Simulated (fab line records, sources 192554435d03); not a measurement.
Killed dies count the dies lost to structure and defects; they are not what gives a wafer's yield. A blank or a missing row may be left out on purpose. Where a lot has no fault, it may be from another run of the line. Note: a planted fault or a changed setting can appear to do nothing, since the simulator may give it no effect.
fab line records | flow n5Finfet
record: lots: 4 wafers: 12 lastDay: 16
route steps=1938 shown BEOL_M7@1326 BEOL_M8@1332 PASSIVATION@1936
lots that met no fault: from a run of the same line without faults
startH: the number of hours between the record's first day and the start of the first shown wafer of the lot | waitH: how many hours have passed since the lot's step before this one | " as in the row above | L1.1+2: one row covering several wafers at once | - no value, or no start was given | * or withheld: withheld | < > ~ a bound
route shown NAME@n: NAME is a module with steps in the file, n the number in the route of the first one | usual: mean and standard deviation over wafers with no fault | same: alike in all rows | chamber/n: place in a boat | sites: per-site readings | _std_site: the standard deviation of these | _edge_site: the outer-site mean with the inner-site mean subtracted | radiusMm: for every site, how far away it sits from the centre of the wafer | mask NAME#n: copy n | behind: the most recent tool/chamber to have shaped the wafer | hold: why the lot went on hold/how many hours it stayed there/how the hold came to an end | device: the n, p or np transistor that did not switch | end of line: tests run on the same wafers once the route is complete | where a step has no rows: the recipe by itself | killed: the dies lost at the first sort to structure and to defects; this is not the yield of the wafer | map: a wafer's dies, marking killed ones x, the rest . and places with no die _
set.NAME: the setting that was run; set.NAME@STEP: the one run at that earlier step | model.NAME: the simulator's own value behind a step, which no gauge read
lots at selected steps of the route; one table per step, one row per wafer
services: when a tool's chamber went out of use (startH, in hours from the record's first day, below 0 if earlier), for how many hours, and the reason
== steps ==
step: N5_BEOL_M7_CMP_52
recipe: stopOn: SiCOH_lowk tOverpolishS: 6.9 downForcePsi: 1 platenRpm: 50 clearingPlatenDownForcePsi: 1.5 clearingPlatenRpm: 50 postCmpClean: cuAlkaline targetThkNm: 80 clearingPlatenPadVelocityMS: 0.99484 padVelocityMS: 0.99484
step: N5_BEOL_M7_PRE_CLEAN_55
recipe: gas: NH3 timeS: 15 tempC: withheld rfPowerW: 300
step: N5_BEOL_M7_DEP_56
recipe: material: SiCN targetThkA: 100 tempC: withheld precursor: 3MS/NH3 pressureTorr: 3 rfW: 202 timeS: 17.5
step: N5_BEOL_M8_ILD_DEP_00
recipe: material: SiCOH_lowk targetThkA: 1797.5 tempC: 300 precursor: DEMS/porogen pressureTorr: 5 rfW: 500 timeS: 33.4
step: N5_BEOL_M8_CURE_74
recipe: tempC: 385 timeS: 240 ambient: He/Ar material: SiCOH_lowk
step: N5_BEOL_M8_PECVD_70
recipe: material: SiO2 targetThkA: 200 tempC: 400 precursor: TEOS/O2 pressureTorr: 5.5 rfW: 450 teosFlowSccm: 53.8 gas: O2 flowSccm: 3000 timeS: 22.7
step: N5_BEOL_M8_HM_DEP_02
recipe: material: TiN targetThkA: 200 tempC: 25 chamberPressurePa: 0.49996
step: N5_BEOL_M8_COAT_59
recipe: resist: SOC tempC: 250 timeS: 60 spinRpm: 1500 resistThkNm: 100
step: N5_BEOL_M8_COAT_60
recipe: resist: SiARC tempC: 220 timeS: 60 spinRpm: 1500 resistThkNm: 35
usual: dispensePressureKPa: 46/3.3 spinSpeedRpm: 1500.0/0.93
columns lot.wafer tool chamber startH waitH dispensePressureKPa spinSpeedRpm model.SiARC_of_BEOL_M8_COAT_60.thkNm
L905.4 lithoTrack-04 0 233.54 - 42 1499.9 35
L905.5 " 0 " " 42 1500.1 35
L905.6 " 0 " " 42 1500.0 34.8
L911.2 lithoTrack-04 0 269.25 - 42 2032.5 30
L911.5 " 0 " " 42 2032.6 30
L911.6 " 0 " " 42 2033.0 30
L915.2 lithoTrack-05 0 299.66 - 46 1500.5 35
L915.3 " 0 " " 46 1499.6 35
L915.5 " 0 " " 46 1500.9 35
L916.4 lithoTrack-04 0 307.74 - 42 2033.1 30.2
L916.5 " 0 " " 42 2033.4 30.2
L916.6 " 0 " " 42 2032.7 30.2
step: N5_BEOL_M8_COAT_05
recipe: resist: CAR-ArF spinRpm: 1500 resistThkNm: 90
step: N5_BEOL_M8_EBR_07
recipe: solvent: PGMEA ebrWidthMm: 1.5
step: N5_BEOL_M8_SOFTBAKE_06
recipe: tempC: 110 timeS: 60 resist: CAR-ArF
step: N5_BEOL_M8_EXPOSE_08
recipe: maskId: M8 na: 1.35 sourceShape: dipole sigmaInner: 0.817 sigmaOuter: 0.97 polarization: te doseMj: 68.25
step: N5_BEOL_M8_PEB_09
recipe: pebTempC: withheld pebTimeS: 60 resist: CAR-ArF
step: N5_BEOL_M8_DEVELOP_10
recipe: developTimeS: 30 developer: TMAH resist: CAR-ArF rinseLiquid: diw dry: airSpin devTempC: 23
step: N5_BEOL_M8_DESCUM_16
recipe: chemistry: O2 timeS: 7.9 sourcePowerW: 50 biasPowerW: 20 pressureMtorr: 20 rfFrequencyHz: 2.712e+07 tempC: 40 resist: CAR-ArF o2FlowSccm: 225
step: N5_BEOL_M8_ETCH_61
recipe: chemistry: CF4 target: SiARC targetDepthA: 455 maskMaterial: CAR-ArF timeS: 75.8 ionEnergyEv: 80 pressureMtorr: 40 sourceW: 545 biasW: 36 Ar_flow_sccm: 100 cf4FlowSccm: 100 ends: cleared
usual: drypumpMotorCurrentA: 5.9/0.45 etchRfOnTimeS: 75.3/1.8 oesProductAu: 0.68/0.061 rfVppV: 184.5/1.3 showerheadPlenumPTorr: 2.18/0.058 throttleValvePct: 15.54/0.28
columns lot.wafer tool chamber startH waitH drypumpMotorCurrentA etchRfOnTimeS oesProductAu rfHoursCounterH rfVppV showerheadPlenumPTorr throttleValvePct model.etch.depthNm model.CAR-ArF_of_BEOL_M8_COAT_05.thkNm
L905.4 rieDiel-04 3 234.03 0.0 6.3 74.5 0.69 97 182.8 2.15 15.31 34.91 51.2
L905.5 " 2 " " 6.3 74.4 0.67 - 184.3 2.24 15.63 34.96 51.2
L905.6 " 3 " " 6.3 74.3 0.69 - 182.9 2.15 15.32 34.79 51.4
L911.2 rieDiel-04 3 269.62 0.0 6.3 63.7 0.68 111 185.4 2.15 15.35 30.08 55.4
L911.5 " 2 " " 6.3 63.6 0.66 - 185.2 2.23 15.66 29.95 55.6
L911.6 " 3 " " 6.3 63.7 0.68 - 184.7 2.15 15.35 30.06 55.6
L915.2 rieDiel-04 3 300.77 0.0 6.3 75.7 0.67 121 186.9 2.15 15.39 34.97 50.8
L915.3 " 0 " " 5.0 76.6 0.69 89 182.8 2.07 15.80 35.06 50.8
L915.5 " 1 " " 5.8 78.4 0.79 - 182.4 2.20 15.20 35.03 51
L916.4 rieDiel-05 2 308.26 0.0 5.4 64.4 0.68 - 182.8 2.09 15.52 30.12 55.4
L916.5 " 0 " " 6.2 65.8 0.70 - 186.2 2.24 15.33 30.14 55.4
L916.6 " 1 " " 5.8 63.7 0.62 - 185.9 2.21 16.10 30.27 55.4
step: N5_BEOL_M8_ETCH_62
recipe: chemistry: N2/H2 target: SOC targetDepthA: 1100 overetchA: 220 maskMaterial: SiARC tempC: 40 timeS: 165 ionEnergyEv: 200 pressureMtorr: 30 sourceW: 840 biasW: 150 n2FlowSccm: 200 h2FlowSccm: 200
usual: drypumpMotorCurrentA: 5.9/0.45 n2FlowSccm: 200.0/0.55 oesProductAu: 0.68/0.06 rfVppV: 525.2/2.2 showerheadPlenumPTorr: 2.59/0.086 tempC: 40.01/0.12 throttleValvePct: 17.7/0.36
columns lot.wafer tool chamber startH waitH drypumpMotorCurrentA n2FlowSccm oesProductAu rfHoursCounterH rfVppV showerheadPlenumPTorr tempC throttleValvePct model.SiARC_of_BEOL_M8_COAT_60.thkNm
L905.4 rieDiel-04 3 234.09 0.0 6.3 199.6 0.69 97 525.6 2.59 40.29 17.7 28
L905.5 " 2 " " 6.3 199.9 0.66 - 527.4 2.70 39.95 18.0 28.2
L905.6 " 3 " " 6.3 200.0 0.68 - 524.2 2.59 40.24 17.7 27.8
L911.2 rieDiel-04 3 269.67 0.0 6.3 200.5 0.67 111 524.5 2.58 39.85 17.8 23.2
L911.5 " 2 " " 6.2 200.2 0.65 - 525.9 2.69 40.15 18.0 23.2
L911.6 " 3 " " 6.3 200.6 0.67 - 524.7 2.58 40.03 17.8 23.2
L915.2 rieDiel-04 3 300.83 0.0 6.3 200.1 0.66 121 522.6 2.58 40.18 17.8 28.2
L915.3 " 0 " " 5.0 199.2 0.70 89 521.8 2.43 40.13 17.7 28.4
L915.5 " 1 " " 5.8 201.4 0.79 - 525.3 2.61 39.97 17.6 28.6
L916.4 rieDiel-05 2 308.35 0.1 5.4 200.0 0.67 - 522.3 2.46 40.11 17.6 23.2
L916.5 " 0 " " 6.2 200.5 0.69 - 527.0 2.65 39.96 17.4 23.8
L916.6 " 1 " " 5.8 199.7 0.60 - 525.4 2.63 40.50 18.3 23.4
step: N5_BEOL_M8_STRIP_68
recipe: chemistry: N2/H2 tempC: 40 n2FlowSccm: 200 h2FlowSccm: 200 rfFrequencyHz: 6e+07
step: N5_PASSIVATION_PROBE_49
usual: defectLimitedYield: 91.3/1.4 killed_at_M0_to_M3: 33/9.9 killed_at_M4_up: 15/5.6 killedAtContacts: 13/5.7 killedAtFrontEnd: 38/12 killedAtOther: 4/3.1 killedDies: 103/17 killedOpen: 66/13 killedShort: 32/7.8 sort_bin_5_function: 5.1/0.95 sort_bin_6_memory: 3.2/0.68 sort_bin_8_speed: 0.02/0.22 sortNPass: 1077/17 sortYieldPct: 91.3/1.5
same: grossDies: 1180 killedAtBackSide: 0 sort_bin_4_leakage[%]: 0
columns lot.wafer tool chamber startH waitH defectLimitedYield[%] killed_at_M0_to_M3 killed_at_M4_up killedAtContacts killedAtFrontEnd killedAtOther killedDies killedOpen killedShort sort_bin_5_function[%] sort_bin_6_memory[%] sort_bin_8_speed[%] sortNPass sortYieldPct[%]
L911.2 prober-02 - 345.99 0.1 93.6 17 8 20 29 2 76 48 26 3.9 2.2 0 1104 93.6
L911.5 prober-02 - 346.14 0.2 92.8 22 12 9 42 0 85 63 22 4.2 2.9 0 1095 92.8
L911.6 prober-02 - 346.19 0.3 94.6 24 14 12 13 1 64 39 21 3.2 2.0 0.08 1115 94.5
L916.4 prober-01 - 379.96 0.2 92.3 21 14 16 32 8 91 70 19 4.9 2.6 0 1089 92.3
L916.5 prober-01 - 380.01 0.2 91.4 48 20 6 26 1 101 63 34 4.7 3.6 0 1079 91.4
L916.6 prober-01 - 380.06 0.3 89.4 55 18 8 43 1 125 81 43 5.4 4.5 0 1055 89.4
killed by level:class
L911.2 MOL_CONTACT_COAG:geometricParticle:open=17 STI_FIN_REVEAL:geometricParticle:open=7 BEOL_M0_SAQP:geometricParticle:open=6 GATE_CUT:geometricParticle:short=5 BEOL_M0_SAQP:geometricParticle:short=5 MOL_CONTACT_COAG:geometricParticle:short=3 STARTING-WAFER:geometricParticle:open=3 FIN_SAQP:geometricParticle:short=2
L911.5 STI_FIN_REVEAL:geometricParticle:open=18 STI_FIN_REVEAL:geometricParticle:short=6 MOL_CONTACT_COAG:geometricParticle:open=6 BEOL_M1:geometricParticle:open=6 BEOL_M0_SAQP:geometricParticle:open=5 BEOL_M2:geometricParticle:open=5 STARTING-WAFER:geometricParticle:open=5 FIN_SAQP:geometricParticle:open=4
L911.6 MOL_CONTACT_COAG:geometricParticle:open=8 BEOL_M0_SAQP:geometricParticle:short=8 BEOL_M0_SAQP:geometricParticle:open=6 BEOL_M4:geometricParticle:open=4 BEOL_M1:geometricParticle:open=3 BEOL_M2:geometricParticle:open=3 BEOL_M6:geometricParticle:open=3 STI_FIN_REVEAL:geometricParticle:short=2
L916.4 MOL_CONTACT_COAG:geometricParticle:open=12 DUMMY_GATE:geometricParticle:open=10 STI_FIN_REVEAL:geometricParticle:open=7 BEOL_M2:geometricParticle:open=7 BEOL_M3:geometricParticle:open=6 BEOL_M5:geometricParticle:open=6 BEOL_M4:geometricParticle:open=5 MOL_CONTACT_COAG:geometricParticle:short=4
L916.5 BEOL_M2:geometricParticle:open=12 STI_FIN_REVEAL:geometricParticle:open=11 BEOL_M4:geometricParticle:open=10 BEOL_M0_SAQP:geometricParticle:short=9 BEOL_M0:geometricParticle:open=7 BEOL_M1:geometricParticle:open=6 MOL_CONTACT_COAG:geometricParticle:open=5 BEOL_M2:geometricParticle:short=5
L916.6 BEOL_M2:geometricParticle:open=17 BEOL_M0_SAQP:geometricParticle:short=15 STI_FIN_REVEAL:geometricParticle:open=12 BEOL_M0_SAQP:geometricParticle:open=9 FIN_SAQP:geometricParticle:open=8 DUMMY_GATE:geometricParticle:open=7 MOL_CONTACT_COAG:geometricParticle:open=5 BEOL_M4:geometricParticle:open=5
== services ==
columns tool chamber startH hours kind
rieDiel-04 1 235.11 - clean
rieDiel-04 1 235.11 - consumableReplace:focusRing
rieDiel-04 1 235.11 19.4 scheduledDown
rieDiel-04 1 235.11 19.4 ventCycle
rieDiel-05 3 296.99 - clean
rieDiel-05 3 296.99 - consumableReplace:focusRing
rieDiel-05 3 296.99 14.1 scheduledDown
rieDiel-05 3 296.99 14.1 ventCycle
rieDiel-05 2 297.03 9.6 repair
== key ==
firstSign: step: N5_BEOL_M8_COAT_60 reading: spinSpeedRpm direction: up sigmas: 99+ usual: * struck: *
effect: step: N5_BEOL_M8_ETCH_61 reading: etchRfOnTimeS direction: down sigmas: 6.3 usual: * struck: *
modelEffect: step: N5_BEOL_M8_COAT_60 value: SiARC_of_BEOL_M8_COAT_60.thkNm without: 35 struck: 30.1
modelEffect: step: N5_BEOL_M8_ETCH_61 value: etch.depthNm without: 35.04 struck: 30.1
modelEffect: step: N5_BEOL_M8_ETCH_62 value: SiARC_of_BEOL_M8_COAT_60.thkNm without: 28.33 struck: 23.33
metAt N5_BEOL_M8_COAT_60
struckWafers L911.2,L911.5,L911.6,L916.4,L916.5,L916.6
onsetBetween 233.54 269.25
fault: kind: processParameterDrift tool: lithoTrack-04 chamber: - onsetH: 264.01 steps: N5_BEOL_M8_COAT_60 channel: spinRpm offset: * shape: step endH: 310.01 actsIn: * stated: *
